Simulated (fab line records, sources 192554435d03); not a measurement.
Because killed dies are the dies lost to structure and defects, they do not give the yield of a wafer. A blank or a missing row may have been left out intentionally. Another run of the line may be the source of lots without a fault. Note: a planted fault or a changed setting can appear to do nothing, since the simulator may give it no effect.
Split-lot experiment :: flow n5_finfet :: 7 lots, 39 wafers read, on a route of 1938 steps

## ON THE SPLIT
At N5_HKMG_FIN_ETCH_35 (etches SOC in N2/H2, target depth 215.8 nm, time 243.4 s), the setting target_depth_a was moved away from the recipe's 2158 angstrom on 18 of the 39 wafers read, by -6.6% to +10.2%. This setting was run at the recipe's value on the other wafers.

Reading taken at the split's own step.

## THE READING
HKMG_FIN.feature_depth_nm (the simulator's own value, which no gauge read), in nm, at N5_HKMG_FIN_ETCH_35 (etches SOC in N2/H2, target depth 215.8 nm, time 243.4 s). The file does not state a usual value for it. Average 217.3 nm, standard deviation 4.1 nm, over the 21 wafers here run with the recipe.

wafer: L076.1
tool, chamber at the split: rie_diel-04, 0
target_depth_a as run, angstrom: 2158
against the recipe: recipe
HKMG_FIN.feature_depth_nm, nm: 217.4
against lot-mates on the recipe: -

wafer: L076.2
tool, chamber at the split: rie_diel-04, 3
target_depth_a as run, angstrom: 2158
against the recipe: recipe
HKMG_FIN.feature_depth_nm, nm: 217.4
against lot-mates on the recipe: -

wafer: L076.3
tool, chamber at the split: rie_diel-04, 2
target_depth_a as run, angstrom: 2029
against the recipe: -6.0%
HKMG_FIN.feature_depth_nm, nm: 212.4
against lot-mates on the recipe: -4.0

wafer: L076.4
tool, chamber at the split: rie_diel-04, 1
target_depth_a as run, angstrom: 2158
against the recipe: recipe
HKMG_FIN.feature_depth_nm, nm: 214.4
against lot-mates on the recipe: -

wafer: L076.5
tool, chamber at the split: rie_diel-04, 1
target_depth_a as run, angstrom: 2029
against the recipe: -6.0%
HKMG_FIN.feature_depth_nm, nm: 203.6
against lot-mates on the recipe: -12.8

wafer: L076.6
tool, chamber at the split: rie_diel-04, 2
target_depth_a as run, angstrom: 2029
against the recipe: -6.0%
HKMG_FIN.feature_depth_nm, nm: 210.8
against lot-mates on the recipe: -5.6

wafer: L077.1
tool, chamber at the split: rie_diel-06, 0
target_depth_a as run, angstrom: 2032
against the recipe: -5.8%
HKMG_FIN.feature_depth_nm, nm: 204.8
against lot-mates on the recipe: -7.1

wafer: L077.2
tool, chamber at the split: rie_diel-06, 2
target_depth_a as run, angstrom: 2032
against the recipe: -5.8%
HKMG_FIN.feature_depth_nm, nm: 202.8
against lot-mates on the recipe: -9.1

wafer: L077.3
tool, chamber at the split: rie_diel-06, 3
target_depth_a as run, angstrom: 2158
against the recipe: recipe
HKMG_FIN.feature_depth_nm, nm: 214.4
against lot-mates on the recipe: -

wafer: L077.4
tool, chamber at the split: rie_diel-06, 1
target_depth_a as run, angstrom: 2158
against the recipe: recipe
HKMG_FIN.feature_depth_nm, nm: 207.4
against lot-mates on the recipe: -

wafer: L077.5
tool, chamber at the split: rie_diel-06, 1
target_depth_a as run, angstrom: 2032
against the recipe: -5.8%
HKMG_FIN.feature_depth_nm, nm: 197.2
against lot-mates on the recipe: -14.7

wafer: L077.6
tool, chamber at the split: rie_diel-06, 2
target_depth_a as run, angstrom: 2158
against the recipe: recipe
HKMG_FIN.feature_depth_nm, nm: 213.8
against lot-mates on the recipe: -

wafer: L079.1
tool, chamber at the split: rie_diel-04, 0
target_depth_a as run, angstrom: 2158
against the recipe: recipe
HKMG_FIN.feature_depth_nm, nm: 218.4
against lot-mates on the recipe: -

wafer: L079.2
tool, chamber at the split: rie_diel-04, 2
target_depth_a as run, angstrom: 2351
against the recipe: +8.9%
HKMG_FIN.feature_depth_nm, nm: 246.8
against lot-mates on the recipe: +24.8

wafer: L079.3
tool, chamber at the split: rie_diel-04, 3
target_depth_a as run, angstrom: 2351
against the recipe: +8.9%
HKMG_FIN.feature_depth_nm, nm: 239.8
against lot-mates on the recipe: +17.8

wafer: L079.4
tool, chamber at the split: rie_diel-04, 2
target_depth_a as run, angstrom: 2158
against the recipe: recipe
HKMG_FIN.feature_depth_nm, nm: 227.2
against lot-mates on the recipe: -

wafer: L079.5
tool, chamber at the split: rie_diel-04, 0
target_depth_a as run, angstrom: 2351
against the recipe: +8.9%
HKMG_FIN.feature_depth_nm, nm: 239
against lot-mates on the recipe: +17.0

wafer: L079.6
tool, chamber at the split: rie_diel-04, 3
target_depth_a as run, angstrom: 2158
against the recipe: recipe
HKMG_FIN.feature_depth_nm, nm: 220.4
against lot-mates on the recipe: -

wafer: L087.2
tool, chamber at the split: rie_diel-04, 1
target_depth_a as run, angstrom: 2158
against the recipe: recipe
HKMG_FIN.feature_depth_nm, nm: 212.4
against lot-mates on the recipe: -

wafer: L087.3
tool, chamber at the split: rie_diel-04, 3
target_depth_a as run, angstrom: 2158
against the recipe: recipe
HKMG_FIN.feature_depth_nm, nm: 218
against lot-mates on the recipe: -

wafer: L087.6
tool, chamber at the split: rie_diel-04, 2
target_depth_a as run, angstrom: 2158
against the recipe: recipe
HKMG_FIN.feature_depth_nm, nm: 222
against lot-mates on the recipe: -

wafer: L088.1
tool, chamber at the split: rie_diel-02, 3
target_depth_a as run, angstrom: 2158
against the recipe: recipe
HKMG_FIN.feature_depth_nm, nm: 220.4
against lot-mates on the recipe: -

wafer: L088.2
tool, chamber at the split: rie_diel-02, 1
target_depth_a as run, angstrom: 2016
against the recipe: -6.6%
HKMG_FIN.feature_depth_nm, nm: 203
against lot-mates on the recipe: -16.0

wafer: L088.3
tool, chamber at the split: rie_diel-02, 2
target_depth_a as run, angstrom: 2158
against the recipe: recipe
HKMG_FIN.feature_depth_nm, nm: 215.8
against lot-mates on the recipe: -

wafer: L088.4
tool, chamber at the split: rie_diel-02, 0
target_depth_a as run, angstrom: 2016
against the recipe: -6.6%
HKMG_FIN.feature_depth_nm, nm: 195.2
against lot-mates on the recipe: -23.8

wafer: L088.5
tool, chamber at the split: rie_diel-02, 3
target_depth_a as run, angstrom: 2158
against the recipe: recipe
HKMG_FIN.feature_depth_nm, nm: 220.8
against lot-mates on the recipe: -

wafer: L088.6
tool, chamber at the split: rie_diel-02, 0
target_depth_a as run, angstrom: 2016
against the recipe: -6.6%
HKMG_FIN.feature_depth_nm, nm: 196.2
against lot-mates on the recipe: -22.8

wafer: L092.1
tool, chamber at the split: rie_diel-02, 2
target_depth_a as run, angstrom: 2020
against the recipe: -6.4%
HKMG_FIN.feature_depth_nm, nm: 203.8
against lot-mates on the recipe: -14.4

wafer: L092.2
tool, chamber at the split: rie_diel-02, 1
target_depth_a as run, angstrom: 2020
against the recipe: -6.4%
HKMG_FIN.feature_depth_nm, nm: 206.6
against lot-mates on the recipe: -11.6

wafer: L092.3
tool, chamber at the split: rie_diel-02, 3
target_depth_a as run, angstrom: 2158
against the recipe: recipe
HKMG_FIN.feature_depth_nm, nm: 222.4
against lot-mates on the recipe: -

wafer: L092.4
tool, chamber at the split: rie_diel-02, 0
target_depth_a as run, angstrom: 2158
against the recipe: recipe
HKMG_FIN.feature_depth_nm, nm: 216
against lot-mates on the recipe: -

wafer: L092.5
tool, chamber at the split: rie_diel-02, 2
target_depth_a as run, angstrom: 2158
against the recipe: recipe
HKMG_FIN.feature_depth_nm, nm: 216.2
against lot-mates on the recipe: -

wafer: L092.6
tool, chamber at the split: rie_diel-02, 1
target_depth_a as run, angstrom: 2020
against the recipe: -6.4%
HKMG_FIN.feature_depth_nm, nm: 205.6
against lot-mates on the recipe: -12.6

wafer: L095.1
tool, chamber at the split: rie_diel-02, 2
target_depth_a as run, angstrom: 2378
against the recipe: +10.2%
HKMG_FIN.feature_depth_nm, nm: 238
against lot-mates on the recipe: +22.0

wafer: L095.2
tool, chamber at the split: rie_diel-02, 3
target_depth_a as run, angstrom: 2378
against the recipe: +10.2%
HKMG_FIN.feature_depth_nm, nm: 242.2
against lot-mates on the recipe: +26.2

wafer: L095.3
tool, chamber at the split: rie_diel-02, 1
target_depth_a as run, angstrom: 2378
against the recipe: +10.2%
HKMG_FIN.feature_depth_nm, nm: 241.2
against lot-mates on the recipe: +25.2

wafer: L095.4
tool, chamber at the split: rie_diel-02, 0
target_depth_a as run, angstrom: 2158
against the recipe: recipe
HKMG_FIN.feature_depth_nm, nm: 213
against lot-mates on the recipe: -

wafer: L095.5
tool, chamber at the split: rie_diel-02, 3
target_depth_a as run, angstrom: 2158
against the recipe: recipe
HKMG_FIN.feature_depth_nm, nm: 218.6
against lot-mates on the recipe: -

wafer: L095.6
tool, chamber at the split: rie_diel-02, 2
target_depth_a as run, angstrom: 2158
against the recipe: recipe
HKMG_FIN.feature_depth_nm, nm: 216.4
against lot-mates on the recipe: -

FIT RESULTS
A straight line over all 39 wafers: HKMG_FIN.feature_depth_nm changes by +2.38 nm for each +1% of target_depth_a; r = +0.94; the points scatter about the line by 4.4 nm.
The same after taking each lot's own level away (the mean of its wafers on the recipe; 39 wafers): +2.23 nm for each +1%; r = +0.95; scatter 4 nm.
That fit puts the effect of the largest move of target_depth_a on the reading at 23 nm.
The span of the lots' own levels, 211.87 to 222.00 nm, comes to 2.5 times the standard deviation stated above.
Consequently the slope shifts little with the lot-to-lot level, the two slopes agreeing.
Check: for one of the wafers moved furthest among these (+10.2%), held out of the fit, the line's prediction against its lot-mates is +23.3 nm. It came out at +22 nm against them.

## OTHER SPLITS ON THESE WAFERS
Other splits were also applied to these wafers ahead of the reading. Each is held against what the fit with the lots' levels taken away leaves over:
other split on the same wafers: N5_FIN_CUT_ETCH_21 time_s
wafers away from the commonest value: 9
r with HKMG_FIN.feature_depth_nm (lot level and that fit taken away): +0.13

other split on the same wafers: N5_DUMMY_GATE_ETCH_37 source_w
wafers away from the commonest value: 15
r with HKMG_FIN.feature_depth_nm (lot level and that fit taken away): +0.01

## THE WHOLE CHAIN: every reading that the file lists as answering this split, in the file's order
step: N5_HKMG_FIN_ETCH_35
what it does: etches SOC in N2/H2, target depth 215.8 nm, time 243.4 s
reading: etch.depth_nm (the simulator's own value, which no gauge read)
change (the file's fit): +2.22 nm for each +1% of the setting
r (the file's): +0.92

step: N5_HKMG_FIN_ETCH_35
what it does: etches SOC in N2/H2, target depth 215.8 nm, time 243.4 s
reading: SOC_of_HKMG_FIN_COAT_29.thk_nm (the simulator's own value, which no gauge read)
change (the file's fit): -2.21 nm for each +1% of the setting
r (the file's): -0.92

step: N5_HKMG_FIN_ETCH_35
what it does: etches SOC in N2/H2, target depth 215.8 nm, time 243.4 s
reading: HKMG_FIN.feature_depth_nm (the simulator's own value, which no gauge read)
change (the file's fit): +2.22 nm for each +1% of the setting
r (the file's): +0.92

## FILE'S OWN FIT
HKMG_FIN.feature_depth_nm changes by +2.22 nm for each +1% of target_depth_a, r = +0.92.
